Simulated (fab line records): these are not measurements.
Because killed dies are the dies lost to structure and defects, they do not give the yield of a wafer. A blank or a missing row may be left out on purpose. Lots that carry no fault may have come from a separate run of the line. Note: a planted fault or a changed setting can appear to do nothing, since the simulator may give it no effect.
Chamber matching    flow n5 finfet    4 sister chambers for N5_BEOL_M11_CMP_52 on cmp-01
The step polishes, stops on SiCOH lowk, t overpolish 7 s, target thk 140 nm. 16 wafers are shown with their chamber, then 8 later ones without.

== EACH WAFER AND ITS CHAMBER ==
wafer   chamber  motor current A (A)  time to endpoint s (s)  overpolish run s (s)
L634.1  2        5.8                  67.6                    7.005
L634.2  3        5.7                  66.8                    7.006
L634.6  3        6.1                  69.4                    6.999
L637.2  0        6.5                  67.5                    6.992
L637.3  2        5.6                  66.2                    6.991
L637.4  3        6.2                  63.6                    7.006
L636.1  0        6.1                  64.5                    7.000
L636.4  1        7.1                  61.2                    6.997
L636.5  3        6.0                  64.1                    6.976
L640.4  1        6.6                  65.2                    6.990
L640.5  3        5.3                  67.2                    7.006
L640.6  0        6.5                  67.4                    7.008
L646.1  3        6.1                  66.1                    6.993
L646.3  0        6.0                  67.0                    7.003
L646.4  1        6.7                  68.1                    6.991
L649.1  2        5.5                  66.5                    6.998

SIGNATURES (means of the wafers above)
reading             chamber 0  chamber 1  chamber 2  chamber 3  scatter within a chamber
motor current A     6.275      6.800      5.633      5.900      0.285
time to endpoint s  66.600     64.833     66.767     66.200     2.12
overpolish run s    7.00075    6.99267    6.99800    6.99767    0.00896
Rule: a wafer's distance from a chamber is the root of the sum, over the readings, of the square of ((its reading less the chamber's mean) divided by the reading's scatter). If the next closest chamber is less than 2 further off than the closest, the wafer can't be placed; otherwise it belongs to the closest. The scatter: the root of (the sum of the squares of (reading less its chamber's mean) over the shown wafers, divided by (wafers less chambers)).

== WAFERS WHOSE CHAMBER IS MISSING ==
wafer   motor current A (A)  time to endpoint s (s)  overpolish run s (s)
L649.3  6.0                  63.2                    6.998
L649.5  6.6                  64.4                    6.991
L651.3  6.0                  67.4                    7.005
L651.4  5.9                  63.0                    7.007
L651.5  7.0                  65.4                    6.992
L656.2  5.9                  71.2                    6.986
L656.3  6.2                  67.8                    6.992
L656.5  5.8                  72.1                    7.004

== EACH ONE'S CHAMBER ==
wafer   from the rows above                in truth
L649.3  can't be placed: 3 or 0 or 2 or 1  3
L649.5  can't be placed: 1 or 0 or 3       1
L651.3  can't be placed: 3 or 0 or 2       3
L651.4  can't be placed: 3 or 2 or 0 or 1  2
L651.5  1                                  1
L656.2  can't be placed: 2 or 3 or 0 or 1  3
L656.3  can't be placed: 0 or 3 or 2 or 1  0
L656.5  can't be placed: 2 or 3 or 0       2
Correctly placed: 1 of 8. From these rows, 7 cannot be placed; in 7 the true chamber is one of the candidates. Number placed wrongly: 0.
